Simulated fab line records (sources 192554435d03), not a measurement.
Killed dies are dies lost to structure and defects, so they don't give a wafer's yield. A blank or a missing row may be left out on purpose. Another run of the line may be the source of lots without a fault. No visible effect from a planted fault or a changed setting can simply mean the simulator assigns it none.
Matching of chambers    flow n5 finfet    N5_DUMMY_GATE_ETCH_36 on rie diel-01: 4 sister chambers
The step etches SiARC in CF4, target depth 13 nm. 18 wafers are shown with their chamber, then 9 later ones without.

## WAFERS PAIRED WITH THEIR CHAMBERS
wafer   chamber  drypump motor current A (A)  oes product au (a.u.)  showerhead plenum p Torr (Torr)
L080.2  2        5.85                         0.73                   2.13
L080.3  1        5.51                         0.76                   2.22
L080.6  0        5.28                         0.93                   2.20
L081.2  2        5.85                         0.73                   2.13
L081.5  0        5.27                         0.93                   2.20
L081.6  3        5.22                         0.72                   2.12
L082.1  0        5.26                         0.91                   2.20
L082.3  3        5.23                         0.70                   2.12
L082.4  2        5.86                         0.73                   2.13
L084.2  2        5.82                         0.73                   2.12
L084.3  1        5.54                         0.76                   2.21
L084.6  0        5.25                         0.90                   2.19
L085.1  3        5.22                         0.70                   2.11
L085.3  2        5.86                         0.72                   2.12
L085.4  0        5.28                         0.90                   2.19
L088.1  2        5.84                         0.72                   2.12
L088.5  1        5.53                         0.76                   2.21
L088.6  2        5.85                         0.73                   2.12

SIGNATURES (averages over the wafers above)
reading                   chamber 0  chamber 1  chamber 2  chamber 3  scatter within a chamber
drypump motor current A   5.2680     5.5267     5.8471     5.2233     0.013
oes product au            0.9140     0.7600     0.7271     0.7067     0.00975
showerhead plenum p Torr  2.1960     2.2133     2.1243     2.1167     0.00551
Rule: a wafer's distance from a chamber is the root of the sum, over the readings, of the square of ((its reading less the chamber's mean) divided by the reading's scatter). The wafer belongs to the nearest chamber; if the next one is less than 2 further off, it can't be placed. The scatter: the root of (the sum of the squares of (reading less its chamber's mean) over the shown wafers, divided by (wafers less chambers)).

## WAFERS WITH NO CHAMBER GIVEN
wafer   drypump motor current A (A)  oes product au (a.u.)  showerhead plenum p Torr (Torr)
L089.3  5.29                         0.90                   2.19
L089.4  5.52                         0.76                   2.21
L089.6  5.52                         0.75                   2.21
L095.4  5.29                         0.88                   2.19
L095.5  5.52                         0.75                   2.21
L095.6  5.85                         0.72                   2.12
L096.4  5.85                         0.72                   2.12
L096.5  5.27                         0.87                   2.19
L096.6  5.22                         0.71                   2.11

## THE CHAMBER EACH PASSED THROUGH
wafer   from the rows above  in truth
L089.3  0                    0
L089.4  1                    1
L089.6  1                    1
L095.4  0                    0
L095.5  1                    1
L095.6  2                    2
L096.4  2                    2
L096.5  0                    0
L096.6  3                    3
Correct placement for 9 of the 9. Not placeable from these rows: 0. Placed wrongly: 0.
